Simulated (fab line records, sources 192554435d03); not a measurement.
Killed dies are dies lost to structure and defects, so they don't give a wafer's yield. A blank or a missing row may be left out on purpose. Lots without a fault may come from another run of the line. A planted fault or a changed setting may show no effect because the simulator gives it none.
Chamber matching | flow n5_finfet | N5_HKMG_FIN_ALD_36 on ald_metal-03: 4 sister chambers
The step deposits TiN, target thk 1 nm, pulse time 1 s, purge time 3 s. 22 wafers are shown with their chamber, then 11 later ones without.

WAFERS WITH THEIR CHAMBER
wafer  | chamber | heater_power_w (W) | precursor_pulse_height_rel
L074.3 | 3       | 830                | 1.003
L074.4 | 1       | 1091               | 0.976
L074.6 | 0       | 875                | 0.991
L079.1 | 3       | 809                | 0.978
L079.5 | 3       | 839                | 1.004
L079.6 | 2       | 1112               | 1.012
L080.1 | 3       | 827                | 0.994
L080.3 | 1       | 1087               | 0.997
L080.4 | 0       | 886                | 1.024
L083.2 | 2       | 1092               | 1.023
L083.5 | 3       | 802                | 0.952
L083.6 | 2       | 1106               | 1.018
L085.2 | 0       | 877                | 0.986
L085.3 | 3       | 816                | 0.997
L085.6 | 0       | 866                | 1.002
L086.4 | 2       | 1090               | 1.024
L086.5 | 1       | 1124               | 1.030
L086.6 | 0       | 883                | 0.986
L089.1 | 2       | 1078               | 1.010
L089.4 | 3       | 812                | 0.976
L089.6 | 0       | 883                | 0.979
L091.1 | 2       | 1101               | 0.986

SIGNATURES (means of the wafers above)
reading                    | chamber 0 | chamber 1 | chamber 2 | chamber 3 | scatter within a chamber
heater_power_w             | 878.33    | 1100.67   | 1096.50   | 819.29    | 12.6
precursor_pulse_height_rel | 0.99467   | 1.00100   | 1.01217   | 0.98629   | 0.0181
Rule: a wafer's distance from a chamber is the root of the sum, over the readings, of the square of ((its reading less the chamber's mean) divided by the reading's scatter). The wafer belongs to the nearest chamber; if the next one is less than 2 further off, it can't be placed. The scatter: the root of (the sum of the squares of (reading less its chamber's mean) over the shown wafers, divided by (wafers less chambers)).

WAFERS WITHOUT THEIR CHAMBER
wafer  | heater_power_w (W) | precursor_pulse_height_rel
L091.2 | 906                | 1.010
L091.3 | 1115               | 0.974
L092.4 | 1072               | 0.991
L092.5 | 1100               | 1.013
L092.6 | 1155               | 1.001
L094.2 | 1113               | 1.005
L094.5 | 1103               | 1.008
L094.6 | 1096               | 1.026
L096.1 | 870                | 0.962
L096.2 | 1095               | 1.015
L096.3 | 829                | 0.991

WHICH CHAMBER EACH WENT THROUGH
wafer  | from the rows above     | in truth
L091.2 | 0                       | 0
L091.3 | can't be placed: 1 or 2 | 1
L092.4 | can't be placed: 2 or 1 | 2
L092.5 | can't be placed: 2 or 1 | 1
L092.6 | can't be placed: 1 or 2 | 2
L094.2 | can't be placed: 1 or 2 | 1
L094.5 | can't be placed: 1 or 2 | 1
L094.6 | can't be placed: 2 or 1 | 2
L096.1 | 0                       | 0
L096.2 | can't be placed: 2 or 1 | 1
L096.3 | 3                       | 3
Placed correctly: 3 of 11. Can't be placed from these rows: 8 (the true chamber is among the candidates in 8). Placed wrongly: 0.
